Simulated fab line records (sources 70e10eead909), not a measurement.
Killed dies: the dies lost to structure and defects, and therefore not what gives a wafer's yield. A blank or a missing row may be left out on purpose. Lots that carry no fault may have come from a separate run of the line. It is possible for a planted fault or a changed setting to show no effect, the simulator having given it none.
Chamber matching -- flow nand-harc -- NHARC_P_M0_STRIP_18 on rie-diel-10 has 4 sister chambers
The step strips in N2/H2. 8 wafers are shown with their chamber, then 7 later ones without.

## WAFERS, EACH WITH ITS CHAMBER
wafer,chamber,drypump-motor-current-A (A),oes-product-au (a.u.)
L880.3,3,5.2,1.009
L882.4,0,5.6,0.987
L882.5,1,5.9,0.986
L881.2,3,5.2,1.016
L881.3,1,5.9,0.994
L881.5,2,6.3,0.995
L885.1,0,5.7,0.996
L885.4,2,6.3,0.985

## WAFERS WHOSE CHAMBER IS MISSING
wafer,drypump-motor-current-A (A),oes-product-au (a.u.)
L885.5,5.2,0.997
L891.2,5.9,0.990
L891.4,5.2,0.994
L891.5,5.9,0.999
L902.1,5.9,0.990
L902.2,6.3,1.001
L902.5,6.3,0.996

## WHICH CHAMBER EACH ONE RAN IN
wafer,from the rows above,in truth
L885.5,3,3
L891.2,1,1
L891.4,3,3
L891.5,1,1
L902.1,1,1
L902.2,2,2
L902.5,2,2
Correct placement for 7 of the 7. Number that these rows cannot place: 0. Placed wrongly: 0.
How it was worked out, from the rows above alone: a wafer's distance from a chamber is the root of the sum, over the readings, of the square of ((its reading less the chamber's mean) divided by the reading's scatter). If the next closest chamber is less than 2 further off than the closest, the wafer can't be placed; otherwise it belongs to the closest. A chamber's mean is the mean of its shown wafers. The scatter: the root of (the sum of the squares of (reading less its chamber's mean) over the shown wafers, divided by (wafers less chambers)).
